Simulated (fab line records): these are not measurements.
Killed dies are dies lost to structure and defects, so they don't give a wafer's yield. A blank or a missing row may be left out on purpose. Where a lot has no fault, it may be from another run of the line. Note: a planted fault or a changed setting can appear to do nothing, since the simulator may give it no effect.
Split-lot trial -- flow n5Finfet -- on a route of 1938 steps: 7 lots, 21 wafers read

== ON THE SPLIT ==
At N5_PASSIVATION_PASS_ETCH_47 (etches SiNx in CF4/O2, target depth 770 nm, time 385 s), the setting sourceW was moved away from the recipe's 535 W on 4 of the 21 wafers read, by -17.0% to -10.5%. For the rest of the wafers, this setting stayed at what the recipe calls for.

Reading taken at the split's own step.

== THE READING ==
rfVppV, in V, at N5_PASSIVATION_PASS_ETCH_47 (etches SiNx in CF4/O2, target depth 770 nm, time 385 s). Fault-free wafers of this fab line usually give 241 V, standard deviation 3.4 V.

wafer,"tool, chamber at the split","sourceW as run, W",against the recipe,"rfVppV, V",against lot-mates on the recipe
L075.1,"rieDiel-01, 0",535,recipe,247,-
L075.5,"rieDiel-01, 2",535,recipe,245,-
L075.6,"rieDiel-01, 0",535,recipe,248,-
L083.2,"rieDiel-01, 3",535,recipe,237,-
L083.5,"rieDiel-01, 1",443.9,-17.0%,268,+26
L083.6,"rieDiel-01, 0",535,recipe,247,-
L086.2,"rieDiel-02, 3",460.5,-13.9%,261,+21
L086.3,"rieDiel-02, 0",460.5,-13.9%,261,+21
L086.4,"rieDiel-02, 1",535,recipe,240,-
L087.1,"rieDiel-04, 3",478.8,-10.5%,254,+16
L087.4,"rieDiel-04, 0",535,recipe,240,-
L087.6,"rieDiel-04, 1",535,recipe,235,-
L090.1,"rieDiel-01, 3",535,recipe,239,-
L090.4,"rieDiel-01, 2",535,recipe,242,-
L090.5,"rieDiel-01, 2",535,recipe,244,-
L091.2,"rieDiel-01, 1",535,recipe,240,-
L091.4,"rieDiel-01, 0",535,recipe,247,-
L091.6,"rieDiel-01, 1",535,recipe,242,-
L095.1,"rieDiel-01, 1",535,recipe,241,-
L095.2,"rieDiel-01, 3",535,recipe,237,-
L095.3,"rieDiel-01, 0",535,recipe,248,-

FIT RESULTS
A straight line over all 21 wafers: rfVppV changes by -1.38 V for each +1% of sourceW; r = -0.90; the points scatter about the line by 3.9 V.
The same after taking each lot's own level away (the mean of its wafers on the recipe; 21 wafers): -1.52 V for each +1%; r = -0.95; scatter 3 V.
Per that fit: largest sourceW move, reading shift of 26 V.
The lots' own levels span 237.5 to 246.7 V, that is 2.7 times the standard deviation above.
The two slopes are in agreement: the lot-to-lot level therefore moves the slope only a little.
Check: for one of the wafers moved furthest among these (-17.0%), held out of the fit, the line's prediction against its lot-mates is +25.9 V. Against them it came out at +26 V.
Tool readings at the split's step, against how far the setting was moved: rfVppV r = -0.90.

== THESE WAFERS: OTHER SPLITS ==
These wafers also went through other splits before the reading. Each is held against what the fit with the lots' levels taken away leaves over:
other split on the same wafers,wafers away from the commonest value,r with rfVppV (lot level and that fit taken away)
N5_BEOL_M11_COAT_22 spinRpm,9,+0.17
N5_BEOL_M13_COAT_58 spinRpm,5,-0.14
N5_BEOL_M14_EXPOSE_25 doseMj,3,-0.09
N5_BEOL_M14_DEVELOP_27 developTimeS,8,+0.06
N5_BEOL_M15_CMP_49 downForcePsi,7,+0.01

== THE WHOLE CHAIN: every reading that the file lists as answering this split, in the file's order ==
step,what it does,reading,change (the file's fit),r (the file's)
N5_PASSIVATION_PASS_ETCH_47,"etches SiNx in CF4/O2, target depth 770 nm, time 385 s",rfVppV,-1.51 V for each +1% of the setting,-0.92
N5_PASSIVATION_PASS_ETCH_47,"etches SiNx in CF4/O2, target depth 770 nm, time 385 s","etch.depthNm (the simulator's own value, which no gauge read)",+6.43 nm for each +1% of the setting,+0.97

== THE FILE'S OWN FIT ==
rfVppV changes by -1.51 V for each +1% of sourceW, r = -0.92.
